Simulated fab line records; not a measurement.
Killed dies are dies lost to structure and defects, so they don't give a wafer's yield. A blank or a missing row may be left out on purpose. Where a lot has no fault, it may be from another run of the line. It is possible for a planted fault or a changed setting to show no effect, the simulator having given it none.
fab line records -- flow nandHarc
record lots=11, wafers=33, lastDay=24
route steps=1159 shown P_STI@90 P_GATE@132 END@1159
lots that met no fault: from a run of the same line without faults
startH: hours from the record's first day to the start of the lot's first wafer shown -- waitH: how many hours have passed since the lot's step before this one -- " as in the row above -- L1.1+2: a row that stands for several wafers -- - no value, or no start given -- * or withheld: withheld -- < > ~ a bound
route shown NAME@n: a module of which the file shows steps, and the number in the route of the first -- usual: average and standard deviation across the fault-free wafers -- same: alike in all rows -- chamber/n: place in a boat -- sites: each site's reading -- _std_site: the values' standard deviation -- _edge_site: inner sites' mean taken away from outer sites' mean -- radiusMm: how far each site lies from the wafer's centre -- mask NAME#n: copy n -- behind: the last tool/chamber to shape the wafer -- hold: the reason the lot was held/the length of the hold in hours/how it ended -- device: which transistor (n, p or np) failed to switch -- end of line: tests of these same wafers at the route's end -- a step given without rows: its recipe and nothing more -- killed: at the first sort, the dies lost to defects and structure; wafer yield is something else -- map: per-die view of a wafer (x killed, . not killed, _ where there is no die)
set.NAME: the setting the step ran with; set.NAME@STEP: the setting that earlier step ran with -- model.NAME: the simulator's own value behind a step, which no gauge read
the route's steps for a sample of lots (tables are steps, rows are wafers)
services: when a tool's chamber went out of use (startH, in hours from the record's first day, below 0 if earlier), for how many hours, and the reason
## steps
# step NHARC_P_STI_ETCH_15
# recipe targetDepthA=3000, taperDeg=4, timeS=100.1, hbrFlowSccm=150, cl2FlowSccm=50, rfW=400, icpW=400, biasW=100, chemistry=HBr/Cl2
# usual chamberPressureMTorr=15.002/0.014, drypumpMotorCurrentA=5.9/0.46, mfcCl2Sccm=50.01/0.16, oesProductAu=0.999/0.011, rfFwdPowerW=397.2/1.5, throttleValvePct=26.406/0.009
# same timeS=100.1
lot.wafer,tool,chamber,startH,waitH,chamberPressureMTorr,drypumpMotorCurrentA,mfcCl2Sccm,oesProductAu,rfFwdPowerW,rfHoursCounterH,throttleValvePct
L355.3,rieSi-03,1,46.00,0.1,15.006,5.0,49.86,0.999,399.0,0.5,26.418
L355.1,rieSi-03,2,46.00,0.1,14.992,5.8,50.16,1.003,396.9,0.5,26.412
L355.5,rieSi-03,0,46.00,0.1,15.015,6.5,50.25,0.984,394.9,-,26.382
L360.2,rieSi-02,0,74.80,-,14.997,6.6,50.19,0.999,396.6,0.3,26.410
L360.3,rieSi-02,2,74.80,-,15.022,6.1,49.90,1.003,397.4,0.3,26.408
L360.5,rieSi-02,1,74.80,-,15.022,5.9,50.16,1.009,397.7,-,26.407
L362.2,rieSi-02,1,95.35,-,15.005,5.9,50.06,1.023,397.8,0.4,26.411
L362.4,rieSi-02,2,95.35,-,14.986,6.1,49.89,1.015,397.9,0.4,26.410
L362.6,rieSi-02,1,95.35,-,14.996,5.9,49.90,1.018,397.8,-,26.412
L364.4,rieSi-03,0,102.72,-,15.011,6.5,50.02,0.998,393.4,0.8,26.402
L364.5,rieSi-03,2,102.72,-,15.005,5.9,50.24,1.003,396.4,-,26.406
L364.6,rieSi-03,3,102.72,-,15.026,6.1,50.05,0.995,397.4,-,26.402
L365.4,rieSi-01,1,107.71,-,14.987,6.6,49.88,0.999,395.7,1.2,26.415
L365.2,rieSi-01,2,107.71,-,15.002,5.6,50.03,0.980,398.5,1.1,26.401
L365.6,rieSi-01,0,107.71,-,15.004,5.5,50.09,0.987,396.9,-,26.388
L366.1,rieSi-03,0,113.85,-,14.999,6.5,49.83,1.001,394.1,0.9,26.394
L366.2,rieSi-03,1,113.85,-,15.008,5.0,50.12,1.005,399.0,1.0,26.408
L366.4,rieSi-03,3,113.85,-,15.002,6.1,50.02,0.994,398.6,0.9,26.404
L368.4,rieSi-02,1,123.03,-,14.989,6.0,49.80,1.013,396.9,0.6,26.404
L368.1,rieSi-02,3,123.03,-,15.009,5.4,50.00,0.981,395.8,0.5,26.402
L368.5,rieSi-02,0,123.03,-,14.986,6.5,50.05,0.992,398.4,-,26.419
L367.1,rieSi-03,0,123.07,-,14.976,6.5,50.13,0.999,396.0,1.0,26.415
L367.5,rieSi-03,3,123.07,-,14.986,6.1,50.01,0.985,399.1,-,26.390
L367.6,rieSi-03,0,123.07,-,14.995,6.5,49.91,0.999,397.5,-,26.405
L374.2,rieSi-01,3,158.31,-,15.009,6.2,50.03,1.005,397.5,0.2,26.400
L374.6,rieSi-01,3,158.31,-,15.036,6.2,49.97,0.991,399.8,-,26.412
L374.5,rieSi-01,0,158.31,-,15.010,5.5,50.18,1.007,395.4,-,26.398
L373.4,rieSi-02,3,158.44,-,15.003,5.4,49.93,0.991,396.3,0.8,26.413
L373.1,rieSi-02,0,158.44,-,15.002,6.5,50.34,1.003,395.1,0.9,26.414
L373.6,rieSi-02,3,158.44,-,14.978,5.4,49.97,0.986,394.7,-,26.391
L375.3,rieSi-02,1,167.45,-,14.991,6.0,49.85,1.022,398.9,1.0,26.408
L375.5,rieSi-02,1,167.45,-,15.019,5.9,49.73,1.016,397.9,-,26.414
L375.6,rieSi-02,2,167.45,-,14.994,6.1,50.27,1.007,396.5,-,26.427
# step NHARC_P_GATE_DEP_103
# recipe targetThkA=300, targetThkNm=30, tempC=400, flowSccm=200, rfW=350, material=SiON
# usual heaterPowerW=759/110, rfFwdPowerW=348.7/1.3
lot.wafer,tool,chamber,startH,waitH,heaterPowerW,rfFwdPowerW
L355.3,pecvd-01,2,100.83,0.3,860,349.0
L355.1,pecvd-01,1,100.83,0.3,592,349.2
L355.5,pecvd-01,1,100.83,0.3,603,350.7
L360.2,pecvd-04,0,126.01,0.5,697,347.8
L360.3,pecvd-04,1,126.01,0.5,729,348.9
L360.5,pecvd-04,1,126.01,0.5,728,349.4
L362.2,pecvd-04,1,140.10,0.5,692,348.0
L362.4,pecvd-04,0,140.10,0.5,716,349.3
L362.6,pecvd-04,1,140.10,0.5,693,348.8
L364.6,pecvd-01,1,168.77,0.1,605,349.2
L364.5,pecvd-01,2,168.77,0.1,916,347.5
L364.4,pecvd-01,0,168.77,0.1,787,347.6
L366.1,pecvd-04,2,168.78,0.7,863,348.7
L366.2,pecvd-04,1,168.78,0.7,715,347.0
L366.4,pecvd-04,2,168.78,0.7,914,349.9
L365.2,pecvd-01,1,169.30,0.5,621,348.6
L365.4,pecvd-01,1,169.30,0.5,610,348.0
L365.6,pecvd-01,2,169.30,0.5,882,346.9
L367.1,pecvd-03,0,180.89,0.6,697,349.9
L367.5,pecvd-03,2,180.89,0.6,926,348.2
L367.6,pecvd-03,0,180.89,0.6,700,347.3
L368.1,pecvd-01,0,181.53,0.6,720,346.7
L368.5,pecvd-01,2,181.53,0.6,920,348.7
L368.4,pecvd-01,1,181.53,0.6,613,349.0
L373.1,pecvd-03,2,210.44,0.6,798,350.2
L373.6,pecvd-03,1,210.44,0.6,805,350.2
L373.4,pecvd-03,2,210.44,0.6,807,350.1
L374.2,pecvd-01,2,210.79,0.5,920,350.9
L374.5,pecvd-01,0,210.79,0.5,730,346.7
L374.6,pecvd-01,1,210.79,0.5,593,349.7
L375.3,pecvd-03,0,220.17,0.6,622,349.3
L375.5,pecvd-03,2,220.17,0.6,957,347.5
L375.6,pecvd-03,0,220.17,0.6,619,347.3
# step NHARC_P_GATE_EXPOSE_23
# recipe na=1.35, targetCdNm=120, doseMj=93.91, maskId=P_GATE
# usual focusOffsetNm=-0.1/0.56
lot.wafer,tool,chamber,startH,waitH,mask,focusOffsetNm
L355.1,arfiScanner-02,0,101.37,-,P_GATE#0,0.6
L355.3,arfiScanner-02,0,101.37,-,P_GATE#0,0.4
L355.5,arfiScanner-02,0,101.37,-,P_GATE#0,-0.1
L360.2,arfiScanner-02,0,126.59,-,P_GATE#0,0.9
L360.3,arfiScanner-02,0,126.59,-,P_GATE#0,0.6
L360.5,arfiScanner-02,0,126.59,-,P_GATE#0,0.1
L362.2,arfiScanner-01,0,140.60,-,P_GATE#0,0.2
L362.4,arfiScanner-01,0,140.60,-,P_GATE#0,-0.5
L362.6,arfiScanner-01,0,140.60,-,P_GATE#0,-0.7
L364.4,arfiScanner-02,0,169.11,-,P_GATE#0,-0.4
L364.5,arfiScanner-02,0,169.11,-,P_GATE#0,-1.0
L364.6,arfiScanner-02,0,169.11,-,P_GATE#0,-0.1
L366.1,arfiScanner-02,0,169.19,-,P_GATE#0,-1.1
L366.2,arfiScanner-02,0,169.19,-,P_GATE#0,-0.5
L366.4,arfiScanner-02,0,169.19,-,P_GATE#0,0.2
L365.2,arfiScanner-02,0,169.70,-,P_GATE_R1#0,-0.2
L365.4,arfiScanner-02,0,169.70,-,P_GATE_R1#0,0.3
L365.6,arfiScanner-02,0,169.70,-,P_GATE_R1#0,0.6
L367.1,arfiScanner-01,0,181.39,-,P_GATE#0,0.2
L367.5,arfiScanner-01,0,181.39,-,P_GATE#0,0.3
L367.6,arfiScanner-01,0,181.39,-,P_GATE#0,0.1
L368.1,arfiScanner-03,0,182.04,-,P_GATE#0,-0.3
L368.4,arfiScanner-03,0,182.04,-,P_GATE#0,-0.2
L368.5,arfiScanner-03,0,182.04,-,P_GATE#0,-0.4
L373.1,arfiScanner-01,0,210.82,-,P_GATE#0,-0.5
L373.4,arfiScanner-01,0,210.82,-,P_GATE#0,-0.2
L373.6,arfiScanner-01,0,210.82,-,P_GATE#0,-0.6
L374.2,arfiScanner-01,0,211.15,-,P_GATE#0,0.2
L374.5,arfiScanner-01,0,211.15,-,P_GATE#0,-0.1
L374.6,arfiScanner-01,0,211.15,-,P_GATE#0,0.6
L375.3,arfiScanner-02,0,220.66,-,P_GATE#0,-0.6
L375.5,arfiScanner-02,0,220.66,-,P_GATE#0,0.7
L375.6,arfiScanner-02,0,220.66,-,P_GATE#0,0.5
# step NHARC_P_GATE_CD_MEAS_26
# recipe targetCdNm=120, landingEnergyEv=500
# usual cdNm=119.6/0.59
lot.wafer,tool,chamber,startH,waitH,cdNm
L355.1,cdSem-02,0,101.51,-,120.4
L355.3,cdSem-02,0,101.51,-,120.4
L355.5,cdSem-02,0,101.51,-,119.2
L360.2,cdSem-03,0,126.73,-,119.8
L360.3,cdSem-03,0,126.73,-,119.8
L360.5,cdSem-03,0,126.73,-,119.0
L362.2,cdSem-03,0,140.73,-,118.9
L362.4,cdSem-03,0,140.73,-,118.8
L362.6,cdSem-03,0,140.73,-,119.2
L364.4,cdSem-02,0,169.25,-,119.7
L364.5,cdSem-02,0,169.25,-,119.9
L364.6,cdSem-02,0,169.25,-,120.4
L366.1,cdSem-03,0,169.33,-,120.6
L366.2,cdSem-03,0,169.33,-,120.0
L366.4,cdSem-03,0,169.33,-,119.8
L365.2,cdSem-03,0,169.84,-,103.4
L365.4,cdSem-03,0,169.84,-,102.8
L365.6,cdSem-03,0,169.84,-,102.4
L367.1,cdSem-01,0,181.53,-,119.9
L367.5,cdSem-01,0,181.53,-,120.1
L367.6,cdSem-01,0,181.53,-,120.0
L368.1,cdSem-03,0,182.18,-,119.4
L368.4,cdSem-03,0,182.18,-,120.4
L368.5,cdSem-03,0,182.18,-,119.5
L373.1,cdSem-02,0,210.96,-,119.6
L373.4,cdSem-02,0,210.96,-,119.7
L373.6,cdSem-02,0,210.96,-,120.1
L374.2,cdSem-03,0,211.29,-,119.9
L374.5,cdSem-03,0,211.29,-,119.4
L374.6,cdSem-03,0,211.29,-,119.7
L375.3,cdSem-01,0,220.80,-,118.6
L375.5,cdSem-01,0,220.80,-,118.8
L375.6,cdSem-01,0,220.80,-,119.7
# step NHARC_P_GATE_HM_OPEN_105
# recipe targetDepthA=3600, o2FlowSccm=400, cosFlowSccm=20, arFlowSccm=0, rfW=500, biasW=300, chemistry=O2/COS
# usual chamberPressureMTorr=19.999/0.017, drypumpMotorCurrentA=5.7/0.43, o2FlowSccm=400.1/1.1, oesProductAu=0.996/0.0075, rfFwdPowerW=498.0/1.6, rfVppV=467/3.3, showerheadPlenumPTorr=3.13/0.15, throttleValvePct=28.329/0.0091
lot.wafer,tool,chamber,startH,waitH,chamberPressureMTorr,drypumpMotorCurrentA,o2FlowSccm,oesProductAu,rfFwdPowerW,rfHoursCounterH,rfVppV,showerheadPlenumPTorr,throttleValvePct
L355.1,rieDiel-09,3,-,-,20.024,5.7,398.3,1.006,500.8,7,464,2.97,28.326
L355.3,rieDiel-09,1,-,-,20.003,4.8,401.8,1.004,496.5,5,471,3.28,28.331
L355.5,rieDiel-09,3,-,-,20.033,5.7,400.7,0.996,497.7,-,465,2.97,28.314
L360.2,rieDiel-11,1,-,-,19.957,5.9,399.9,1.016,498.3,36,464,2.99,28.336
L360.3,rieDiel-11,3,-,-,19.996,5.5,399.0,0.987,498.4,38,471,3.23,28.330
L360.5,rieDiel-11,2,-,-,20.011,5.9,399.5,0.992,498.7,-,462,2.91,28.321
L362.2,rieDiel-06,2,-,-,20.011,5.3,400.6,0.999,497.1,12,471,3.34,28.348
L362.4,rieDiel-06,1,-,-,19.990,5.5,400.1,0.988,497.4,13,468,3.15,28.324
L362.6,rieDiel-06,2,-,-,20.012,5.3,401.4,0.998,497.2,-,472,3.34,28.346
L364.4,rieDiel-06,3,-,-,19.984,6.4,399.4,0.991,498.9,19,467,3.11,28.323
L364.6,rieDiel-06,1,-,-,20.018,5.4,398.2,0.996,498.9,-,469,3.15,28.325
L364.5,rieDiel-06,2,-,-,19.980,5.3,399.3,0.992,496.9,-,472,3.34,28.324
L366.2,rieDiel-09,0,-,-,19.987,5.4,400.3,1.003,495.7,27,466,3.08,28.325
L366.1,rieDiel-09,1,-,-,19.968,4.8,400.2,1.003,499.2,28,469,3.27,28.319
L366.4,rieDiel-09,2,-,-,20.027,5.5,399.5,1.000,495.8,31,467,3.14,28.334
L365.2,rieDiel-06,0,-,-,20.013,5.5,399.2,0.998,498.0,16,464,2.91,28.320
L365.4,rieDiel-06,3,-,-,19.985,6.4,400.7,0.986,499.7,20,467,3.11,28.321
L365.6,rieDiel-06,1,-,-,20.019,5.4,401.3,0.986,499.7,-,468,3.15,28.325
L367.1,rieDiel-09,0,-,-,20.004,5.4,397.5,0.985,495.5,32,467,3.08,28.329
L367.5,rieDiel-09,2,-,-,19.988,5.5,398.3,1.008,498.4,-,468,3.14,28.322
L367.6,rieDiel-09,3,-,-,20.001,5.7,400.8,0.994,498.2,-,463,2.96,28.337
L368.1,rieDiel-06,2,-,-,20.010,5.3,400.3,0.997,496.4,21,471,3.33,28.326
L368.4,rieDiel-06,0,-,-,19.995,5.5,401.1,0.990,498.2,19,463,2.91,28.340
L368.5,rieDiel-06,1,-,-,20.009,5.5,400.7,0.994,500.5,-,468,3.15,28.332
L373.1,rieDiel-06,1,-,-,19.976,5.5,400.3,0.999,497.2,26,467,3.15,28.321
L373.4,rieDiel-06,2,-,-,19.993,5.3,399.1,1.010,497.3,27,473,3.33,28.325
L373.6,rieDiel-06,2,-,-,20.001,5.3,400.1,1.007,500.2,-,472,3.33,28.336
L374.2,rieDiel-11,1,-,-,19.989,5.9,399.2,0.996,495.5,6,464,2.97,28.339
L374.6,rieDiel-11,2,-,-,20.006,5.9,400.8,0.991,497.4,-,471,3.37,28.305
L374.5,rieDiel-11,3,-,-,20.008,5.5,401.0,1.000,497.4,-,469,3.22,28.328
L375.3,rieDiel-11,0,-,-,20.004,6.5,401.9,0.985,496.5,8,472,3.37,28.337
L375.5,rieDiel-11,1,-,-,19.975,5.9,400.8,1.002,496.1,-,464,2.97,28.329
L375.6,rieDiel-11,0,-,-,20.002,6.5,399.6,0.979,496.0,-,470,3.37,28.347
# step NHARC_END_SORT_01
# recipe tempC=25
# usual killedAtArray=29/11, killedAtOther=0.7/1.1, killedAtPeriphery=2.9/2.2, killedDies=33/11, killedOpen=3.1/1.8, killedShort=1.9/1.4
# same grossDies=677
lot.wafer,tool,chamber,startH,waitH,killedAtArray,killedAtOther,killedAtPeriphery,killedDies,killedOpen,killedShort
L365.2,prober-01,0,506.67,2.8,18,0,37,55,2,1
L365.4,prober-01,0,508.25,3.4,19,0,52,71,5,1
L365.6,prober-01,0,509.84,4.0,29,0,74,103,2,2
# killed by level:class
L365.2 P_GATE:areaExpose=35 A_CHANNEL_HOLE_D1:chamberFilmFlake=10 A_CONTACT:chamberFilmFlake=3 A_STAIRCASE:chamberFilmFlake=2 P_CONTACT:geometricParticle:short=1 P_M1:geometricParticle:open=1 A_WL_FILL:geometricParticle:open=1 A_CHANNEL_FILL_D1:chamberFilmFlake=1
L365.4 P_GATE:areaExpose=50 A_CHANNEL_HOLE_D1:chamberFilmFlake=11 A_CONTACT:geometricParticle:open=2 A_STAIRCASE:chamberFilmFlake=2 P_M0:geometricParticle:open=1 P_M2:geometricParticle:open=1 A_CONTACT:geometricParticle:short=1 A_M0:geometricParticle:open=1
L365.6 P_GATE:areaExpose=73 A_CHANNEL_HOLE_D1:chamberFilmFlake=22 A_CHANNEL_FILL_D1:chamberFilmFlake=3 P_M0:geometricParticle:open=1 A_ONON_D1:geometricParticle:short=1 A_SGD_CUT:geometricParticle:short=1 A_CONTACT:geometricParticle:open=1 A_STAIRCASE:chamberFilmFlake=1
## services
tool,chamber,startH,hours,kind
arfiScanner-01,-,24.00,4.0,pm
rieSi-02,-,34.00,9.0,pm
rieSi-03,-,47.93,0.9,repair
rieDiel-11,0,48.97,13.1,repair
pecvd-01,-,56.00,13.0,pm
rieSi-03,-,56.82,0.2,repair
rieDiel-06,-,64.20,9.0,pm
pecvd-03,-,67.99,1.2,repair
rieDiel-09,-,77.16,9.0,pm
pecvd-01,2,79.56,14.2,repair
arfiScanner-02,-,84.00,4.0,pm
arfiScanner-01,-,88.96,0.6,repair
rieSi-03,-,95.81,0.8,repair
rieDiel-06,0,105.37,14.6,repair
pecvd-03,-,111.26,13.0,pm
pecvd-04,2,121.44,5.1,repair
pecvd-01,-,125.03,2.0,repair
rieSi-03,3,146.25,7.8,repair
rieSi-03,-,155.00,9.0,pm
rieDiel-11,3,170.06,4.1,repair
rieDiel-11,2,178.22,28.1,repair
rieDiel-11,-,189.57,9.0,pm
arfiScanner-01,-,196.00,4.0,pm
rieSi-02,-,211.00,9.0,pm
## key
firstSign step=NHARC_P_GATE_EXPOSE_23, reading=mask, direction=changed
effect step=NHARC_P_GATE_CD_MEAS_26, reading=cdNm, direction=down, sigmas=28, usual=119.6, struck=102.8
effect step=NHARC_END_SORT_01, reading=killedAtPeriphery, direction=up, sigmas=23, usual=2.9, struck=54.3
moreKillsBornAt NHARC_P_GATE_EXPOSE_23@arfiScanner-02=158
metAt NHARC_P_GATE_EXPOSE_23
struckLots L365
testerLeftOut L365
notActingAt NHARC_P_STI_ETCH_15,NHARC_P_GATE_DEP_103,NHARC_P_GATE_HM_OPEN_105
onsetBetween 169.19 169.70
fault kind=wrongMask, tool=any, chamber=-, onsetH=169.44, steps=NHARC_P_GATE_EXPOSE_23, auxCopy=P_GATE_R1#0, cdOffsetNm=-16.483, scope=struckLotsOnly
# testerLeftOut: of these lots the tester's yield and bins aren't shown, on N5 and GAA mostly nor the transistor test; their killed dies are dies lost to structure and defects alone, not to doping, threshold or leakage, so they don't give the yield
